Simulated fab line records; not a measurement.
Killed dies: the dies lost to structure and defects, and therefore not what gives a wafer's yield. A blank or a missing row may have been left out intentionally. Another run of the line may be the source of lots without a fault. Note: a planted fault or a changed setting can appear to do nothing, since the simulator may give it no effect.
Comparing a struck lot with a sound one || flow n5 finfet || 26 steps out of a route of 1938
Sound: the wafers L923.1, L923.3, L923.4. Wafers struck: L936.2, L936.3, L936.5. The cause is given at the end.
At each step with rows: each side's tool, then ch and its chambers, then its first start. Under that, the readings that differ: sound wafers || struck wafers || difference of the means || sigmas: that difference in standard deviations of wafers without a fault.
alike: a reading whose means differ by less than 2 such deviations, as well as words and numbers matching on both sides. not compared: withheld readings; readings where some wafer has no value; bounds like >300 that might hide an equal value; numbers whose values overlap and for which the record gives no deviation.
The two part at a step that has a row with sigmas, a row that says differs or no value, or rows on one side only. Numbers that have no deviation but don't overlap get no sigmas and don't part them. Lack of a reading on every wafer of one side parts them only where that side has two or more wafers.

first, 8 steps without rows for these wafers: N5_BEOL_M6_DEVELOP_10 (develop time 30 s); N5_BEOL_M6_DESCUM_16 (chemistry O2, time 7.9 s); N5_BEOL_M6_ETCH_61 (etches SiARC in CF4, target depth 45.5 nm, time 75.8 s); N5_BEOL_M6_ETCH_62 (etches SOC in N2/H2, target depth 110 nm, overetch 22 nm, time 165 s); N5_BEOL_M6_STRIP_68 (strips in N2/H2); N5_BEOL_M6_STRIP_67 (strips in CF4); N5_BEOL_M6_HM_OPEN_17 (chemistry Cl2/BCl3, target TiN, target depth 20 nm, overetch 6 nm); N5_BEOL_M6_STRIP_19 (strips in O2).
N5_BEOL_M6_COAT_63: time 60 s, resist thk 60 nm.
  sound on litho track-05 ch 0, day 9 18:38; struck on litho track-05 ch 0, day 12 19:58
{"reading": "spin speed rpm (rpm)", "sound": "1500.5 1498.7 1498.6", "struck": "1569.0 1569.1 1569.2", "difference": "+69.8", "sigmas": "+58"}
{"reading": "model.SOC_of_BEOL_M6_COAT_63.thk nm (nm)", "sound": "60 60 60", "struck": "58.6 58.8 58.8", "difference": -1.3, "sigmas": ""}
then, 11 steps without rows for these wafers: N5_BEOL_M6_COAT_64 (time 60 s, resist thk 12 nm); N5_BEOL_M6_COAT_71 (time 60 s, resist thk 5 nm); N5_BEOL_M6_COAT_22 (resist thk 30 nm); N5_BEOL_M6_EBR_24; N5_BEOL_M6_SOFTBAKE_23 (time 60 s); N5_BEOL_M6_EXPOSE_25 (exposes mask V5, target cd 40 nm); N5_BEOL_M6_PEB_26 (peb time 60 s); N5_BEOL_M6_DEVELOP_27 (develop time 30 s); N5_BEOL_M6_DESCUM_33 (chemistry O2, time 7 s); N5_BEOL_M6_ETCH_72 (etches underlayer in N2/H2, target depth 6.5 nm, time 5.2 s); N5_BEOL_M6_ETCH_65 (etches SiARC in CF4, target depth 15.6 nm, time 26 s).
N5_BEOL_M6_ETCH_66: etches SOC in N2/H2, target depth 80 nm, overetch 16 nm, time 120 s.
  sound on rie diel-06 ch 1,2,3, day 9 19:16; struck on rie diel-06 ch 1,2, day 12 20:52
{"reading": "model.etch.depth nm (nm)", "sound": "60 59.91 59.99", "struck": "58.62 58.83 58.73", "difference": -1.24, "sigmas": ""}
  alike: drypump motor current A, oes product au, rf vpp V, showerhead plenum p Torr, throttle valve pct
  not compared: rf hours counter h
then, 2 steps without rows for these wafers: N5_BEOL_M6_STRIP_69 (strips in N2/H2); N5_BEOL_M6_STRIP_73 (strips in N2/H2).
N5_BEOL_M6_VIA_ETCH_34: etches SiCOH lowk in C4F6/O2, target depth 126.3 nm, time 50.9 s.
  sound on rie diel-06 ch 1,2,3, day 9 19:22; struck on rie diel-06 ch 1,2, day 12 20:58
{"reading": "model.SOC_of_BEOL_M6_COAT_63.thk nm (nm)", "sound": "53.8 53.8 54.2", "struck": "52.6 52.6 52.4", "difference": -1.4, "sigmas": ""}
  alike: drypump motor current A, oes product au, rf vpp V, showerhead plenum p Torr, throttle valve pct
  not compared: rf hours counter h
then, 2 steps without rows for these wafers: N5_BEOL_M6_STRIP_76 (strips in C4F6/O2); N5_PASSIVATION_PROBE_49.

WHERE THEY PART
Only at N5_BEOL_M6_COAT_63, as far as this record shows. Later steps at which nothing parts them and some readings are alike: N5_BEOL_M6_ETCH_66, N5_BEOL_M6_VIA_ETCH_34.

WHY: whatever the simulator had introduced
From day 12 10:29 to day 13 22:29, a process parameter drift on litho track-05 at N5_BEOL_M6_COAT_63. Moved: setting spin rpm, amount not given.
